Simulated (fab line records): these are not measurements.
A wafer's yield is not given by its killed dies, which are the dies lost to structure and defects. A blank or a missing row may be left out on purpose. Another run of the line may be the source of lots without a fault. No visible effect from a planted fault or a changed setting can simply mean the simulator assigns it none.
Chamber matching | flow n5 finfet | N5_BEOL_M1_STRIP_19 on rie diel-03: 4 sister chambers
The step strips in O2. 8 wafers are shown with their chamber, then 7 later ones without.

== WAFERS, EACH WITH ITS CHAMBER ==
wafer  | chamber | throttle valve pct (%) | oes product au (a.u.)
L075.6 | 0       | 16.83                  | 0.82
L076.2 | 1       | 16.74                  | 0.75
L076.4 | 0       | 16.81                  | 0.82
L078.3 | 3       | 16.70                  | 0.72
L078.4 | 2       | 16.99                  | 0.71
L078.5 | 2       | 16.99                  | 0.71
L089.1 | 3       | 16.73                  | 0.72
L089.4 | 1       | 16.76                  | 0.74

== WAFERS WITHOUT THEIR CHAMBER ==
wafer  | throttle valve pct (%) | oes product au (a.u.)
L089.5 | 16.85                  | 0.81
L094.2 | 16.73                  | 0.71
L094.3 | 17.03                  | 0.70
L094.5 | 16.75                  | 0.72
L095.1 | 16.78                  | 0.73
L095.4 | 17.02                  | 0.70
L095.6 | 17.01                  | 0.70

== WHICH CHAMBER EACH WENT THROUGH ==
wafer  | from the rows above     | in truth
L089.5 | 0                       | 0
L094.2 | 3                       | 3
L094.3 | 2                       | 2
L094.5 | 3                       | 3
L095.1 | can't be placed: 1 or 3 | 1
L095.4 | 2                       | 2
L095.6 | 2                       | 2
Correctly placed: 6 of 7. These rows do not allow placing 1 (true chamber among the candidates in 1). Placed wrongly: 0.
How it was worked out, from the rows above alone: a wafer's distance from a chamber is the root of the sum, over the readings, of the square of ((its reading less the chamber's mean) divided by the reading's scatter). If the next closest chamber is less than 2 further off than the closest, the wafer can't be placed; otherwise it belongs to the closest. The mean given for a chamber averages the wafers shown for that chamber. The scatter is the square root of a quotient: the sum, over the shown wafers, of each reading's squared deviation from its chamber's mean, divided by wafers minus chambers.
